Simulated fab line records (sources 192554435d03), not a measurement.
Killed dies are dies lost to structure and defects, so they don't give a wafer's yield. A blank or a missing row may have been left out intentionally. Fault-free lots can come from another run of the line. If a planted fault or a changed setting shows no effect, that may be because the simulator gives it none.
Which of the tools did it? || flow n5_finfet || 24 lots with 72 wafers sampled at 6 steps, on a route of 1938 steps

WHAT EACH GAUGE READ, for each wafer
No reading from a measuring or inspecting step in the record can be judged against a usual standard deviation.

WHICH TOOL RAN EACH LOT (tool, then ch and the chambers of the sampled wafers, then the start)
{"lot": "L074", "N5_BEOL_M2_SPUTTER_86": "pvd_sputter-02, day 6 21:23", "N5_BEOL_M2_ANNEAL_89": "pvd_sputter-02, day 6 21:41", "N5_BEOL_M2_CO_CAP_55": "cvd_co-01 ch 0,1,2, day 6 23:23", "N5_BEOL_M3_SPUTTER_90": "pvd_sputter-01, day 7 07:18", "N5_BEOL_M3_ANNEAL_93": "pvd_sputter-01, day 7 07:36", "N5_BEOL_M3_ANNEAL_51": "rtp_anneal-02 ch 0, day 7 08:17"}
{"lot": "L075", "N5_BEOL_M2_SPUTTER_86": "pvd_sputter-02, day 7 00:14", "N5_BEOL_M2_ANNEAL_89": "pvd_sputter-02, day 7 00:32", "N5_BEOL_M2_CO_CAP_55": "cvd_co-01 ch 0,1,2, day 7 02:18", "N5_BEOL_M3_SPUTTER_90": "pvd_sputter-01, day 7 10:07", "N5_BEOL_M3_ANNEAL_93": "pvd_sputter-01, day 7 10:25", "N5_BEOL_M3_ANNEAL_51": "rtp_anneal-01 ch 0, day 7 10:59"}
{"lot": "L076", "N5_BEOL_M2_SPUTTER_86": "pvd_sputter-03, day 7 01:13", "N5_BEOL_M2_ANNEAL_89": "pvd_sputter-03, day 7 01:31", "N5_BEOL_M2_CO_CAP_55": "cvd_co-01 ch 0,1, day 7 03:31", "N5_BEOL_M3_SPUTTER_90": "pvd_sputter-03, day 7 14:55", "N5_BEOL_M3_ANNEAL_93": "pvd_sputter-03, day 7 23:06", "N5_BEOL_M3_ANNEAL_51": "rtp_anneal-01 ch 0, day 7 23:55"}
{"lot": "L077", "N5_BEOL_M2_SPUTTER_86": "pvd_sputter-02, day 7 10:37", "N5_BEOL_M2_ANNEAL_89": "pvd_sputter-02, day 7 10:55", "N5_BEOL_M2_CO_CAP_55": "cvd_co-01 ch 1,2, day 7 12:37", "N5_BEOL_M3_SPUTTER_90": "pvd_sputter-03, day 8 03:21", "N5_BEOL_M3_ANNEAL_93": "pvd_sputter-03, day 8 03:39", "N5_BEOL_M3_ANNEAL_51": "rtp_anneal-02 ch 0, day 8 04:16"}
{"lot": "L078", "N5_BEOL_M2_SPUTTER_86": "pvd_sputter-03, day 8 00:56", "N5_BEOL_M2_ANNEAL_89": "pvd_sputter-03, day 8 01:14", "N5_BEOL_M2_CO_CAP_55": "cvd_co-01 ch 0,1, day 8 02:55", "N5_BEOL_M3_SPUTTER_90": "pvd_sputter-01, day 8 11:23", "N5_BEOL_M3_ANNEAL_93": "pvd_sputter-01, day 8 11:41", "N5_BEOL_M3_ANNEAL_51": "rtp_anneal-02 ch 0, day 8 12:15"}
{"lot": "L079", "N5_BEOL_M2_SPUTTER_86": "pvd_sputter-01, day 8 07:47", "N5_BEOL_M2_ANNEAL_89": "pvd_sputter-01, day 8 08:05", "N5_BEOL_M2_CO_CAP_55": "cvd_co-02 ch 1,2, day 8 09:45", "N5_BEOL_M3_SPUTTER_90": "pvd_sputter-03, day 8 22:57", "N5_BEOL_M3_ANNEAL_93": "pvd_sputter-03, day 8 23:15", "N5_BEOL_M3_ANNEAL_51": "rtp_anneal-02 ch 0, day 8 23:53"}
{"lot": "L080", "N5_BEOL_M2_SPUTTER_86": "pvd_sputter-01, day 8 14:16", "N5_BEOL_M2_ANNEAL_89": "pvd_sputter-01, day 8 14:34", "N5_BEOL_M2_CO_CAP_55": "cvd_co-01 ch 0,1, day 8 16:14", "N5_BEOL_M3_SPUTTER_90": "pvd_sputter-01, day 9 07:34", "N5_BEOL_M3_ANNEAL_93": "pvd_sputter-01, day 9 07:52", "N5_BEOL_M3_ANNEAL_51": "rtp_anneal-01 ch 0, day 9 08:25"}
{"lot": "L081", "N5_BEOL_M2_SPUTTER_86": "pvd_sputter-02, day 8 22:22", "N5_BEOL_M2_ANNEAL_89": "pvd_sputter-02, day 8 22:40", "N5_BEOL_M2_CO_CAP_55": "cvd_co-02 ch 0,1,2, day 9 00:20", "N5_BEOL_M3_SPUTTER_90": "pvd_sputter-01, day 9 09:55", "N5_BEOL_M3_ANNEAL_93": "pvd_sputter-01, day 9 10:13", "N5_BEOL_M3_ANNEAL_51": "rtp_anneal-02 ch 0, day 9 10:46"}
{"lot": "L082", "N5_BEOL_M2_SPUTTER_86": "pvd_sputter-02, day 9 04:05", "N5_BEOL_M2_ANNEAL_89": "pvd_sputter-02, day 9 04:23", "N5_BEOL_M2_CO_CAP_55": "cvd_co-02 ch 0,1,2, day 9 06:03", "N5_BEOL_M3_SPUTTER_90": "pvd_sputter-01, day 9 13:41", "N5_BEOL_M3_ANNEAL_93": "pvd_sputter-01, day 9 13:59", "N5_BEOL_M3_ANNEAL_51": "rtp_anneal-01 ch 0, day 9 14:40"}
{"lot": "L083", "N5_BEOL_M2_SPUTTER_86": "pvd_sputter-01, day 9 04:13", "N5_BEOL_M2_ANNEAL_89": "pvd_sputter-01, day 9 04:31", "N5_BEOL_M2_CO_CAP_55": "cvd_co-01 ch 0,1,2, day 9 06:11", "N5_BEOL_M3_SPUTTER_90": "pvd_sputter-03, day 9 15:06", "N5_BEOL_M3_ANNEAL_93": "pvd_sputter-03, day 9 15:24", "N5_BEOL_M3_ANNEAL_51": "rtp_anneal-02 ch 0, day 9 16:00"}
{"lot": "L084", "N5_BEOL_M2_SPUTTER_86": "pvd_sputter-02, day 9 14:59", "N5_BEOL_M2_ANNEAL_89": "pvd_sputter-02, day 9 15:17", "N5_BEOL_M2_CO_CAP_55": "cvd_co-01 ch 1,2, day 9 16:58", "N5_BEOL_M3_SPUTTER_90": "pvd_sputter-02, day 10 02:09", "N5_BEOL_M3_ANNEAL_93": "pvd_sputter-02, day 10 02:27", "N5_BEOL_M3_ANNEAL_51": "rtp_anneal-01 ch 0, day 10 03:00"}
{"lot": "L085", "N5_BEOL_M2_SPUTTER_86": "pvd_sputter-01, day 9 22:07", "N5_BEOL_M2_ANNEAL_89": "pvd_sputter-01, day 9 22:25", "N5_BEOL_M2_CO_CAP_55": "cvd_co-02 ch 0,1, day 10 00:30", "N5_BEOL_M3_SPUTTER_90": "pvd_sputter-02, day 10 07:21", "N5_BEOL_M3_ANNEAL_93": "pvd_sputter-02, day 10 07:39", "N5_BEOL_M3_ANNEAL_51": "rtp_anneal-01 ch 0, day 10 08:17"}
{"lot": "L086", "N5_BEOL_M2_SPUTTER_86": "pvd_sputter-03, day 9 22:58", "N5_BEOL_M2_ANNEAL_89": "pvd_sputter-03, day 9 23:16", "N5_BEOL_M2_CO_CAP_55": "cvd_co-02 ch 0,1, day 10 01:35", "N5_BEOL_M3_SPUTTER_90": "pvd_sputter-01, day 10 15:38", "N5_BEOL_M3_ANNEAL_93": "pvd_sputter-01, day 10 15:56", "N5_BEOL_M3_ANNEAL_51": "rtp_anneal-02 ch 0, day 10 16:44"}
{"lot": "L087", "N5_BEOL_M2_SPUTTER_86": "pvd_sputter-02, day 10 04:46", "N5_BEOL_M2_ANNEAL_89": "pvd_sputter-02, day 10 05:04", "N5_BEOL_M2_CO_CAP_55": "cvd_co-01 ch 0,1, day 10 06:44", "N5_BEOL_M3_SPUTTER_90": "pvd_sputter-02, day 10 22:12", "N5_BEOL_M3_ANNEAL_93": "pvd_sputter-02, day 10 22:30", "N5_BEOL_M3_ANNEAL_51": "rtp_anneal-02 ch 0, day 10 23:06"}
{"lot": "L088", "N5_BEOL_M2_SPUTTER_86": "pvd_sputter-01, day 10 11:08", "N5_BEOL_M2_ANNEAL_89": "pvd_sputter-01, day 10 11:26", "N5_BEOL_M2_CO_CAP_55": "cvd_co-02 ch 0,1,2, day 10 13:05", "N5_BEOL_M3_SPUTTER_90": "pvd_sputter-01, day 10 22:44", "N5_BEOL_M3_ANNEAL_93": "pvd_sputter-01, day 10 23:02", "N5_BEOL_M3_ANNEAL_51": "rtp_anneal-01 ch 0, day 10 23:40"}
{"lot": "L089", "N5_BEOL_M2_SPUTTER_86": "pvd_sputter-03, day 10 20:11", "N5_BEOL_M2_ANNEAL_89": "pvd_sputter-03, day 10 20:29", "N5_BEOL_M2_CO_CAP_55": "cvd_co-01 ch 1,2, day 10 22:13", "N5_BEOL_M3_SPUTTER_90": "pvd_sputter-03, day 11 11:28", "N5_BEOL_M3_ANNEAL_93": "pvd_sputter-03, day 11 11:46", "N5_BEOL_M3_ANNEAL_51": "rtp_anneal-01 ch 0, day 11 12:24"}
{"lot": "L090", "N5_BEOL_M2_SPUTTER_86": "pvd_sputter-02, day 11 01:26", "N5_BEOL_M2_ANNEAL_89": "pvd_sputter-02, day 11 01:44", "N5_BEOL_M2_CO_CAP_55": "cvd_co-01 ch 0,2, day 11 03:25", "N5_BEOL_M3_SPUTTER_90": "pvd_sputter-03, day 11 16:35", "N5_BEOL_M3_ANNEAL_93": "pvd_sputter-03, day 11 16:53", "N5_BEOL_M3_ANNEAL_51": "rtp_anneal-02 ch 0, day 11 17:40"}
{"lot": "L091", "N5_BEOL_M2_SPUTTER_86": "pvd_sputter-03, day 11 02:56", "N5_BEOL_M2_ANNEAL_89": "pvd_sputter-03, day 11 03:14", "N5_BEOL_M2_CO_CAP_55": "cvd_co-01 ch 0,2, day 11 05:20", "N5_BEOL_M3_SPUTTER_90": "pvd_sputter-01, day 11 20:23", "N5_BEOL_M3_ANNEAL_93": "pvd_sputter-01, day 11 20:41", "N5_BEOL_M3_ANNEAL_51": "rtp_anneal-02 ch 0, day 11 21:15"}
{"lot": "L093", "N5_BEOL_M2_SPUTTER_86": "pvd_sputter-03, day 11 04:46", "N5_BEOL_M2_ANNEAL_89": "pvd_sputter-03, day 11 05:04", "N5_BEOL_M2_CO_CAP_55": "cvd_co-01 ch 0,1,2, day 11 06:44", "N5_BEOL_M3_SPUTTER_90": "pvd_sputter-02, day 11 20:26", "N5_BEOL_M3_ANNEAL_93": "pvd_sputter-02, day 11 20:46", "N5_BEOL_M3_ANNEAL_51": "rtp_anneal-01 ch 0, day 11 21:19"}
{"lot": "L092", "N5_BEOL_M2_SPUTTER_86": "pvd_sputter-03, day 11 07:04", "N5_BEOL_M2_ANNEAL_89": "pvd_sputter-03, day 11 07:22", "N5_BEOL_M2_CO_CAP_55": "cvd_co-01 ch 0,2, day 11 09:19", "N5_BEOL_M3_SPUTTER_90": "pvd_sputter-02, day 12 01:01", "N5_BEOL_M3_ANNEAL_93": "pvd_sputter-02, day 12 01:19", "N5_BEOL_M3_ANNEAL_51": "rtp_anneal-01 ch 0, day 12 02:48"}
{"lot": "L094", "N5_BEOL_M2_SPUTTER_86": "pvd_sputter-01, day 12 10:21", "N5_BEOL_M2_ANNEAL_89": "pvd_sputter-01, day 12 10:39", "N5_BEOL_M2_CO_CAP_55": "cvd_co-02 ch 0,1,2, day 12 12:25", "N5_BEOL_M3_SPUTTER_90": "pvd_sputter-03, day 13 06:35", "N5_BEOL_M3_ANNEAL_93": "pvd_sputter-03, day 13 06:53", "N5_BEOL_M3_ANNEAL_51": "rtp_anneal-01 ch 0, day 13 07:29"}
{"lot": "L095", "N5_BEOL_M2_SPUTTER_86": "pvd_sputter-01, day 12 15:38", "N5_BEOL_M2_ANNEAL_89": "pvd_sputter-01, day 12 15:56", "N5_BEOL_M2_CO_CAP_55": "cvd_co-01 ch 0,1, day 12 17:35", "N5_BEOL_M3_SPUTTER_90": "pvd_sputter-03, day 13 10:01", "N5_BEOL_M3_ANNEAL_93": "pvd_sputter-03, day 13 10:19", "N5_BEOL_M3_ANNEAL_51": "rtp_anneal-01 ch 0, day 13 10:52"}
{"lot": "L097", "N5_BEOL_M2_SPUTTER_86": "pvd_sputter-02, day 12 19:04", "N5_BEOL_M2_ANNEAL_89": "pvd_sputter-02, day 12 19:22", "N5_BEOL_M2_CO_CAP_55": "cvd_co-02 ch 0,1, day 12 21:01", "N5_BEOL_M3_SPUTTER_90": "pvd_sputter-02, day 13 12:59", "N5_BEOL_M3_ANNEAL_93": "pvd_sputter-02, day 13 13:17", "N5_BEOL_M3_ANNEAL_51": "rtp_anneal-02 ch 0, day 13 14:05"}
{"lot": "L096", "N5_BEOL_M2_SPUTTER_86": "pvd_sputter-01, day 12 19:10", "N5_BEOL_M2_ANNEAL_89": "pvd_sputter-01, day 12 19:28", "N5_BEOL_M2_CO_CAP_55": "cvd_co-01 ch 0,1,2, day 12 21:08", "N5_BEOL_M3_SPUTTER_90": "pvd_sputter-01, day 13 10:43", "N5_BEOL_M3_ANNEAL_93": "pvd_sputter-01, day 13 11:01", "N5_BEOL_M3_ANNEAL_51": "rtp_anneal-01 ch 0, day 13 11:35"}
- N5_BEOL_M2_SPUTTER_86: material Cu, target thk 4.5 nm, time 8.29 s.
- N5_BEOL_M2_ANNEAL_89: time 240 s.
- N5_BEOL_M2_CO_CAP_55: material Co, precursor CCTBA/H2, target thk 2 nm, time 102.1 s.
- N5_BEOL_M3_SPUTTER_90: material Cu, target thk 4.5 nm, time 8.29 s.
- N5_BEOL_M3_ANNEAL_93: time 240 s.
- N5_BEOL_M3_ANNEAL_51: time 90 s.

WHAT THE TOOLS THEMSELVES READ (means of the sampled wafers that have a number; where no wafer has one, the mark that the record gives instead)
N5_BEOL_M2_SPUTTER_86. Usual: 30.1 % for throttle_valve_pct, sd 1.
{"lot": "L074", "tool": "pvd_sputter-02", "throttle_valve_pct (%)": 30.3, "flag": ""}
{"lot": "L075", "tool": "pvd_sputter-02", "throttle_valve_pct (%)": 31.1, "flag": ""}
{"lot": "L076", "tool": "pvd_sputter-03", "throttle_valve_pct (%)": 30.1, "flag": ""}
{"lot": "L077", "tool": "pvd_sputter-02", "throttle_valve_pct (%)": 30.6, "flag": ""}
{"lot": "L078", "tool": "pvd_sputter-03", "throttle_valve_pct (%)": 30.6, "flag": ""}
{"lot": "L079", "tool": "pvd_sputter-01", "throttle_valve_pct (%)": 28.7, "flag": ""}
{"lot": "L080", "tool": "pvd_sputter-01", "throttle_valve_pct (%)": 29.5, "flag": ""}
{"lot": "L081", "tool": "pvd_sputter-02", "throttle_valve_pct (%)": 30.8, "flag": ""}
{"lot": "L082", "tool": "pvd_sputter-02", "throttle_valve_pct (%)": 30.5, "flag": ""}
{"lot": "L083", "tool": "pvd_sputter-01", "throttle_valve_pct (%)": 29.5, "flag": ""}
{"lot": "L084", "tool": "pvd_sputter-02", "throttle_valve_pct (%)": 30.3, "flag": ""}
{"lot": "L085", "tool": "pvd_sputter-01", "throttle_valve_pct (%)": 29.1, "flag": ""}
{"lot": "L086", "tool": "pvd_sputter-03", "throttle_valve_pct (%)": 30.1, "flag": ""}
{"lot": "L087", "tool": "pvd_sputter-02", "throttle_valve_pct (%)": 30.8, "flag": ""}
{"lot": "L088", "tool": "pvd_sputter-01", "throttle_valve_pct (%)": 29.3, "flag": ""}
{"lot": "L089", "tool": "pvd_sputter-03", "throttle_valve_pct (%)": 30.0, "flag": ""}
{"lot": "L090", "tool": "pvd_sputter-02", "throttle_valve_pct (%)": 30.6, "flag": ""}
{"lot": "L091", "tool": "pvd_sputter-03", "throttle_valve_pct (%)": 30.1, "flag": ""}
{"lot": "L093", "tool": "pvd_sputter-03", "throttle_valve_pct (%)": 31.0, "flag": ""}
{"lot": "L092", "tool": "pvd_sputter-03", "throttle_valve_pct (%)": 30.8, "flag": ""}
{"lot": "L094", "tool": "pvd_sputter-01", "throttle_valve_pct (%)": 29.5, "flag": ""}
{"lot": "L095", "tool": "pvd_sputter-01", "throttle_valve_pct (%)": 29.3, "flag": ""}
{"lot": "L097", "tool": "pvd_sputter-02", "throttle_valve_pct (%)": 30.8, "flag": ""}
{"lot": "L096", "tool": "pvd_sputter-01", "throttle_valve_pct (%)": 28.8, "flag": ""}

N5_BEOL_M2_ANNEAL_89. Usual: 830 W for heater_power_w, sd 130.
{"lot": "L074", "tool": "pvd_sputter-02", "heater_power_w (W)": 839, "flag": ""}
{"lot": "L075", "tool": "pvd_sputter-02", "heater_power_w (W)": 907, "flag": ""}
{"lot": "L076", "tool": "pvd_sputter-03", "heater_power_w (W)": 771, "flag": ""}
{"lot": "L077", "tool": "pvd_sputter-02", "heater_power_w (W)": 852, "flag": ""}
{"lot": "L078", "tool": "pvd_sputter-03", "heater_power_w (W)": 776, "flag": ""}
{"lot": "L079", "tool": "pvd_sputter-01", "heater_power_w (W)": 851, "flag": ""}
{"lot": "L080", "tool": "pvd_sputter-01", "heater_power_w (W)": 821, "flag": ""}
{"lot": "L081", "tool": "pvd_sputter-02", "heater_power_w (W)": 770, "flag": ""}
{"lot": "L082", "tool": "pvd_sputter-02", "heater_power_w (W)": 981, "flag": ""}
{"lot": "L083", "tool": "pvd_sputter-01", "heater_power_w (W)": 808, "flag": ""}
{"lot": "L084", "tool": "pvd_sputter-02", "heater_power_w (W)": 923, "flag": ""}
{"lot": "L085", "tool": "pvd_sputter-01", "heater_power_w (W)": 782, "flag": ""}
{"lot": "L086", "tool": "pvd_sputter-03", "heater_power_w (W)": 760, "flag": ""}
{"lot": "L087", "tool": "pvd_sputter-02", "heater_power_w (W)": 1011, "flag": ""}
{"lot": "L088", "tool": "pvd_sputter-01", "heater_power_w (W)": 803, "flag": ""}
{"lot": "L089", "tool": "pvd_sputter-03", "heater_power_w (W)": 754, "flag": ""}
{"lot": "L090", "tool": "pvd_sputter-02", "heater_power_w (W)": 908, "flag": ""}
{"lot": "L091", "tool": "pvd_sputter-03", "heater_power_w (W)": 758, "flag": ""}
{"lot": "L093", "tool": "pvd_sputter-03", "heater_power_w (W)": 768, "flag": ""}
{"lot": "L092", "tool": "pvd_sputter-03", "heater_power_w (W)": 771, "flag": ""}
{"lot": "L094", "tool": "pvd_sputter-01", "heater_power_w (W)": 821, "flag": ""}
{"lot": "L095", "tool": "pvd_sputter-01", "heater_power_w (W)": 799, "flag": ""}
{"lot": "L097", "tool": "pvd_sputter-02", "heater_power_w (W)": 855, "flag": ""}
{"lot": "L096", "tool": "pvd_sputter-01", "heater_power_w (W)": 848, "flag": ""}

N5_BEOL_M2_CO_CAP_55. Usual: 234 W for heater_power_w, sd 21.
{"lot": "L074", "tool": "cvd_co-01", "heater_power_w (W)": 224, "flag": ""}
{"lot": "L075", "tool": "cvd_co-01", "heater_power_w (W)": 224, "flag": ""}
{"lot": "L076", "tool": "cvd_co-01", "heater_power_w (W)": 214, "flag": ""}
{"lot": "L077", "tool": "cvd_co-01", "heater_power_w (W)": 229, "flag": ""}
{"lot": "L078", "tool": "cvd_co-01", "heater_power_w (W)": 215, "flag": ""}
{"lot": "L079", "tool": "cvd_co-02", "heater_power_w (W)": 262, "flag": ""}
{"lot": "L080", "tool": "cvd_co-01", "heater_power_w (W)": 222, "flag": ""}
{"lot": "L081", "tool": "cvd_co-02", "heater_power_w (W)": 258, "flag": ""}
{"lot": "L082", "tool": "cvd_co-02", "heater_power_w (W)": 261, "flag": ""}
{"lot": "L083", "tool": "cvd_co-01", "heater_power_w (W)": 223, "flag": ""}
{"lot": "L084", "tool": "cvd_co-01", "heater_power_w (W)": 229, "flag": ""}
{"lot": "L085", "tool": "cvd_co-02", "heater_power_w (W)": 251, "flag": ""}
{"lot": "L086", "tool": "cvd_co-02", "heater_power_w (W)": 245, "flag": ""}
{"lot": "L087", "tool": "cvd_co-01", "heater_power_w (W)": 213, "flag": ""}
{"lot": "L088", "tool": "cvd_co-02", "heater_power_w (W)": 254, "flag": ""}
{"lot": "L089", "tool": "cvd_co-01", "heater_power_w (W)": 229, "flag": ""}
{"lot": "L090", "tool": "cvd_co-01", "heater_power_w (W)": 218, "flag": ""}
{"lot": "L091", "tool": "cvd_co-01", "heater_power_w (W)": 218, "flag": ""}
{"lot": "L093", "tool": "cvd_co-01", "heater_power_w (W)": 225, "flag": ""}
{"lot": "L092", "tool": "cvd_co-01", "heater_power_w (W)": 225, "flag": ""}
{"lot": "L094", "tool": "cvd_co-02", "heater_power_w (W)": 260, "flag": ""}
{"lot": "L095", "tool": "cvd_co-01", "heater_power_w (W)": 214, "flag": ""}
{"lot": "L097", "tool": "cvd_co-02", "heater_power_w (W)": 243, "flag": ""}
{"lot": "L096", "tool": "cvd_co-01", "heater_power_w (W)": 221, "flag": ""}

N5_BEOL_M3_SPUTTER_90. Usual: 30.0 % for throttle_valve_pct, sd 1.1.
{"lot": "L074", "tool": "pvd_sputter-01", "throttle_valve_pct (%)": 29.2, "flag": ""}
{"lot": "L075", "tool": "pvd_sputter-01", "throttle_valve_pct (%)": 29.3, "flag": ""}
{"lot": "L076", "tool": "pvd_sputter-03", "throttle_valve_pct (%)": 30.3, "flag": ""}
{"lot": "L077", "tool": "pvd_sputter-03", "throttle_valve_pct (%)": 30.7, "flag": ""}
{"lot": "L078", "tool": "pvd_sputter-01", "throttle_valve_pct (%)": 28.8, "flag": ""}
{"lot": "L079", "tool": "pvd_sputter-03", "throttle_valve_pct (%)": 30.9, "flag": ""}
{"lot": "L080", "tool": "pvd_sputter-01", "throttle_valve_pct (%)": 28.9, "flag": ""}
{"lot": "L081", "tool": "pvd_sputter-01", "throttle_valve_pct (%)": 29.8, "flag": ""}
{"lot": "L082", "tool": "pvd_sputter-01", "throttle_valve_pct (%)": 28.7, "flag": ""}
{"lot": "L083", "tool": "pvd_sputter-03", "throttle_valve_pct (%)": 30.2, "flag": ""}
{"lot": "L084", "tool": "pvd_sputter-02", "throttle_valve_pct (%)": 30.8, "flag": ""}
{"lot": "L085", "tool": "pvd_sputter-02", "throttle_valve_pct (%)": 30.4, "flag": ""}
{"lot": "L086", "tool": "pvd_sputter-01", "throttle_valve_pct (%)": 28.6, "flag": ""}
{"lot": "L087", "tool": "pvd_sputter-02", "throttle_valve_pct (%)": 30.3, "flag": ""}
{"lot": "L088", "tool": "pvd_sputter-01", "throttle_valve_pct (%)": 28.9, "flag": ""}
{"lot": "L089", "tool": "pvd_sputter-03", "throttle_valve_pct (%)": 30.8, "flag": ""}
{"lot": "L090", "tool": "pvd_sputter-03", "throttle_valve_pct (%)": 30.8, "flag": ""}
{"lot": "L091", "tool": "pvd_sputter-01", "throttle_valve_pct (%)": 29.3, "flag": ""}
{"lot": "L093", "tool": "pvd_sputter-02", "throttle_valve_pct (%)": 30.0, "flag": ""}
{"lot": "L092", "tool": "pvd_sputter-02", "throttle_valve_pct (%)": 30.2, "flag": ""}
{"lot": "L094", "tool": "pvd_sputter-03", "throttle_valve_pct (%)": 30.8, "flag": ""}
{"lot": "L095", "tool": "pvd_sputter-03", "throttle_valve_pct (%)": 31.0, "flag": ""}
{"lot": "L097", "tool": "pvd_sputter-02", "throttle_valve_pct (%)": 30.3, "flag": ""}
{"lot": "L096", "tool": "pvd_sputter-01", "throttle_valve_pct (%)": 28.9, "flag": ""}

N5_BEOL_M3_ANNEAL_93. Usual: 826 W for heater_power_w, sd 110.
{"lot": "L074", "tool": "pvd_sputter-01", "heater_power_w (W)": 808, "flag": ""}
{"lot": "L075", "tool": "pvd_sputter-01", "heater_power_w (W)": 801, "flag": ""}
{"lot": "L076", "tool": "pvd_sputter-03", "heater_power_w (W)": 795, "flag": ""}
{"lot": "L077", "tool": "pvd_sputter-03", "heater_power_w (W)": 747, "flag": ""}
{"lot": "L078", "tool": "pvd_sputter-01", "heater_power_w (W)": 830, "flag": ""}
{"lot": "L079", "tool": "pvd_sputter-03", "heater_power_w (W)": 788, "flag": ""}
{"lot": "L080", "tool": "pvd_sputter-01", "heater_power_w (W)": 789, "flag": ""}
{"lot": "L081", "tool": "pvd_sputter-01", "heater_power_w (W)": 770, "flag": ""}
{"lot": "L082", "tool": "pvd_sputter-01", "heater_power_w (W)": 843, "flag": ""}
{"lot": "L083", "tool": "pvd_sputter-03", "heater_power_w (W)": 782, "flag": ""}
{"lot": "L084", "tool": "pvd_sputter-02", "heater_power_w (W)": 1057, "flag": ""}
{"lot": "L085", "tool": "pvd_sputter-02", "heater_power_w (W)": 902, "flag": ""}
{"lot": "L086", "tool": "pvd_sputter-01", "heater_power_w (W)": 824, "flag": ""}
{"lot": "L087", "tool": "pvd_sputter-02", "heater_power_w (W)": 836, "flag": ""}
{"lot": "L088", "tool": "pvd_sputter-01", "heater_power_w (W)": 858, "flag": ""}
{"lot": "L089", "tool": "pvd_sputter-03", "heater_power_w (W)": 772, "flag": ""}
{"lot": "L090", "tool": "pvd_sputter-03", "heater_power_w (W)": 758, "flag": ""}
{"lot": "L091", "tool": "pvd_sputter-01", "heater_power_w (W)": 813, "flag": ""}
{"lot": "L093", "tool": "pvd_sputter-02", "heater_power_w (W)": 978, "flag": ""}
{"lot": "L092", "tool": "pvd_sputter-02", "heater_power_w (W)": 847, "flag": ""}
{"lot": "L094", "tool": "pvd_sputter-03", "heater_power_w (W)": 776, "flag": ""}
{"lot": "L095", "tool": "pvd_sputter-03", "heater_power_w (W)": 759, "flag": ""}
{"lot": "L097", "tool": "pvd_sputter-02", "heater_power_w (W)": 844, "flag": ""}
{"lot": "L096", "tool": "pvd_sputter-01", "heater_power_w (W)": 843, "flag": ""}

N5_BEOL_M3_ANNEAL_51. Usual: 226.1 for wafer_temp_C_max, sd 0.36.
{"lot": "L074", "tool": "rtp_anneal-02", "wafer_temp_C_max": 226.4, "flag": ""}
{"lot": "L075", "tool": "rtp_anneal-01", "wafer_temp_C_max": 225.9, "flag": ""}
{"lot": "L076", "tool": "rtp_anneal-01", "wafer_temp_C_max": 225.7, "flag": ""}
{"lot": "L077", "tool": "rtp_anneal-02", "wafer_temp_C_max": 226.6, "flag": ""}
{"lot": "L078", "tool": "rtp_anneal-02", "wafer_temp_C_max": 226.2, "flag": ""}
{"lot": "L079", "tool": "rtp_anneal-02", "wafer_temp_C_max": 226.8, "flag": ""}
{"lot": "L080", "tool": "rtp_anneal-01", "wafer_temp_C_max": 226.0, "flag": ""}
{"lot": "L081", "tool": "rtp_anneal-02", "wafer_temp_C_max": 226.2, "flag": ""}
{"lot": "L082", "tool": "rtp_anneal-01", "wafer_temp_C_max": 226.1, "flag": ""}
{"lot": "L083", "tool": "rtp_anneal-02", "wafer_temp_C_max": 226.3, "flag": ""}
{"lot": "L084", "tool": "rtp_anneal-01", "wafer_temp_C_max": 226.1, "flag": ""}
{"lot": "L085", "tool": "rtp_anneal-01", "wafer_temp_C_max": 226.2, "flag": ""}
{"lot": "L086", "tool": "rtp_anneal-02", "wafer_temp_C_max": 226.5, "flag": ""}
{"lot": "L087", "tool": "rtp_anneal-02", "wafer_temp_C_max": 226.4, "flag": ""}
{"lot": "L088", "tool": "rtp_anneal-01", "wafer_temp_C_max": 225.7, "flag": ""}
{"lot": "L089", "tool": "rtp_anneal-01", "wafer_temp_C_max": 225.8, "flag": ""}
{"lot": "L090", "tool": "rtp_anneal-02", "wafer_temp_C_max": 226.9, "flag": ""}
{"lot": "L091", "tool": "rtp_anneal-02", "wafer_temp_C_max": 226.2, "flag": ""}
{"lot": "L093", "tool": "rtp_anneal-01", "wafer_temp_C_max": 225.9, "flag": ""}
{"lot": "L092", "tool": "rtp_anneal-01", "wafer_temp_C_max": 225.9, "flag": ""}
{"lot": "L094", "tool": "rtp_anneal-01", "wafer_temp_C_max": 226.0, "flag": ""}
{"lot": "L095", "tool": "rtp_anneal-01", "wafer_temp_C_max": 225.8, "flag": ""}
{"lot": "L097", "tool": "rtp_anneal-02", "wafer_temp_C_max": 226.6, "flag": ""}
{"lot": "L096", "tool": "rtp_anneal-01", "wafer_temp_C_max": 225.8, "flag": ""}

THE ANSWER, worked out from the rows above alone
Rule: a lot is off if the mean of its wafers that have a number lies more than 3 standard deviations from the usual mean. Also off: a lot with no number at a reading for which 4 or more lots have one. Any other lot the step has rows for is counted as sound. The gauges are gone through in route order, then the tools' own readings, and for those a lot's mean is taken as printed above. The first step at which some lot is off is used, and at that step the reading that is off furthest; a lot without a number counts as furthest.
None of the lots is off at any reading shown; this tells nothing.

WHAT THE SIMULATOR HAD INSERTED
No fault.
